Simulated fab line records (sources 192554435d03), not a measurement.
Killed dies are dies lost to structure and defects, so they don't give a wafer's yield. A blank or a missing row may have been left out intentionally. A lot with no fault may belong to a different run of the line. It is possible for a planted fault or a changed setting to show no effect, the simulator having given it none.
Which tool did it? | flow n5_finfet | 24 lots (72 wafers sampled), 1 step of a 1938-step route

== WHAT THE GAUGES SHOWED, per wafer ==
N5_BEOL_M2_CD_MEAS_11: target cd 16.79 nm.
lot  | measured     | on        | cd_nm (nm)
L074 | day 7 22:10  | cd_sem-02 | 17.25 17.21 16.96
L075 | day 8 01:13  | cd_sem-02 | 17.35 17.02 17.09
L076 | day 8 02:42  | cd_sem-01 | 17.24 16.98 16.93
L077 | day 8 02:55  | cd_sem-02 | 17.07 16.95 16.67
L079 | day 8 05:37  | cd_sem-01 | 17.09 16.67 16.86
L080 | day 8 08:44  | cd_sem-01 | 16.34 16.46 16.71
L078 | day 8 08:55  | cd_sem-01 | 17.03 16.33 16.89
L081 | day 8 11:53  | cd_sem-03 | 17.03 17.11 17.03
L082 | day 8 12:48  | cd_sem-01 | 16.97 16.71 16.56
L084 | day 8 21:40  | cd_sem-02 | 16.95 17.00 16.51
L083 | day 9 00:58  | cd_sem-02 | 16.44 16.45 16.58
L085 | day 9 08:47  | cd_sem-02 | 16.58 16.71 16.43
L086 | day 9 19:43  | cd_sem-02 | 17.31 16.75 17.08
L087 | day 10 09:37 | cd_sem-02 | 16.40 16.57 16.54
L088 | day 10 20:50 | cd_sem-03 | 16.73 16.89 17.16
L089 | day 11 01:21 | cd_sem-01 | 16.74 16.76 16.89
L090 | day 11 01:35 | cd_sem-01 | 16.45 16.40 16.49
L091 | day 11 02:41 | cd_sem-03 | 16.63 16.80 16.81
L092 | day 11 05:05 | cd_sem-01 | 16.89 16.51 16.62
L093 | day 11 07:46 | cd_sem-01 | 16.85 16.72 16.44
L094 | day 11 13:41 | cd_sem-01 | 17.07 16.93 16.91
L095 | day 11 19:20 | cd_sem-02 | 16.86 16.74 17.06
L096 | day 12 05:10 | cd_sem-02 | 16.73 16.27 16.71
L097 | day 12 12:01 | cd_sem-03 | 16.70 16.16 16.42

== TOOL THAT RAN EACH LOT (tool first, then ch and the chambers of the sampled wafers, then the start) ==
There is no process step in the record ahead of these readings.

== WHAT THE TOOLS THEMSELVES READ (means of the sampled wafers that have a number; where no wafer has one, the mark that the record gives instead) ==
The record holds no such reading with a usual standard deviation.

== THE ANSWER, worked out from the rows above alone ==
Rule: usual is defined by the lots themselves. Put in order of their means at a reading, lots are off if they are a third of the lots or fewer, leave a main group of 4 or more, and stand apart from it by a gap of 3 or more times the standard deviation of the main group's means; of several such gaps the widest counts. Not used: any main group whose means are identical at the precision the tables above print for the reading. A lot without any number at a reading at which 4 lots or more have one is off too. All remaining lots with rows at the step are treated as sound. First the gauges in route order, then the tools' own readings, where a lot's mean is used as printed above. At the first step where some lot is off, the reading lying furthest off is the one used; lots without a number count as furthest.
No lot is off at any reading shown: from this, nothing can be told.

== WHAT WAS PUT IN BY THE SIMULATOR ==
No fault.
